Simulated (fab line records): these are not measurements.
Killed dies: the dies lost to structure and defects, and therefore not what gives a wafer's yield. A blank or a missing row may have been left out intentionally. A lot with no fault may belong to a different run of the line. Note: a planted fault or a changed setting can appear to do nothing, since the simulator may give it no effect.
Matching of chambers ; flow n5_finfet ; rie_diel-02 running N5_BEOL_M13_VIA_ETCH_16: 4 sister chambers
The step etches SiOC in C4F8/O2/Ar, target depth 921.7 nm. 18 wafers are shown with their chamber, then 9 later ones without.

WAFERS, EACH WITH ITS CHAMBER
wafer;chamber;showerhead_plenum_p_Torr (Torr);throttle_valve_pct (%);drypump_motor_current_A (A)
L076.1;3;3.26;24.16;5.35
L076.2;1;3.30;24.12;5.65
L076.4;1;3.30;24.11;5.66
L078.2;0;3.48;23.90;5.11
L078.3;3;3.26;24.18;5.36
L078.6;3;3.26;24.17;5.35
L079.1;0;3.48;23.90;5.11
L079.4;3;3.26;24.19;5.36
L079.6;3;3.26;24.20;5.36
L081.3;3;3.25;24.19;5.35
L081.4;2;3.42;23.63;5.84
L081.5;0;3.48;23.91;5.12
L084.1;3;3.25;24.19;5.32
L084.2;0;3.48;23.91;5.13
L084.6;1;3.29;24.13;5.66
L083.2;3;3.25;24.19;5.33
L083.4;2;3.42;23.64;5.88
L083.6;0;3.48;23.92;5.11

SIGNATURES (averages over the wafers above)
reading;chamber 0;chamber 1;chamber 2;chamber 3;scatter within a chamber
showerhead_plenum_p_Torr;3.4800;3.2967;3.4200;3.2562;0.00426
throttle_valve_pct;23.9080;24.1200;23.6350;24.1837;0.0111
drypump_motor_current_A;5.1160;5.6567;5.8600;5.3475;0.014
Rule: for each reading, subtract the chamber's mean from the wafer's reading, divide by that reading's scatter and square the result; add these up over the readings and take the root, which gives the wafer's distance from the chamber. The wafer belongs to the nearest chamber; if the next one is less than 2 further off, it can't be placed. The scatter: take each reading less its chamber's mean, square it, sum over the shown wafers, divide by the number of wafers less the number of chambers, and take the root.

WAFERS MISSING THEIR CHAMBER
wafer;showerhead_plenum_p_Torr (Torr);throttle_valve_pct (%);drypump_motor_current_A (A)
L085.1;3.25;24.20;5.33
L085.5;3.47;23.92;5.12
L085.6;3.29;24.14;5.68
L086.1;3.41;23.67;5.85
L086.2;3.25;24.21;5.34
L086.4;3.29;24.17;5.65
L092.2;3.47;23.92;5.10
L092.4;3.28;24.17;5.69
L092.6;3.41;23.67;5.82

WHICH CHAMBER EACH ONE RAN IN
wafer;from the rows above;in truth
L085.1;3;3
L085.5;0;0
L085.6;1;1
L086.1;2;2
L086.2;3;3
L086.4;1;1
L092.2;0;0
L092.4;1;1
L092.6;2;2
Correct placement for 9 of the 9. Number that these rows cannot place: 0. Placed wrongly: 0.
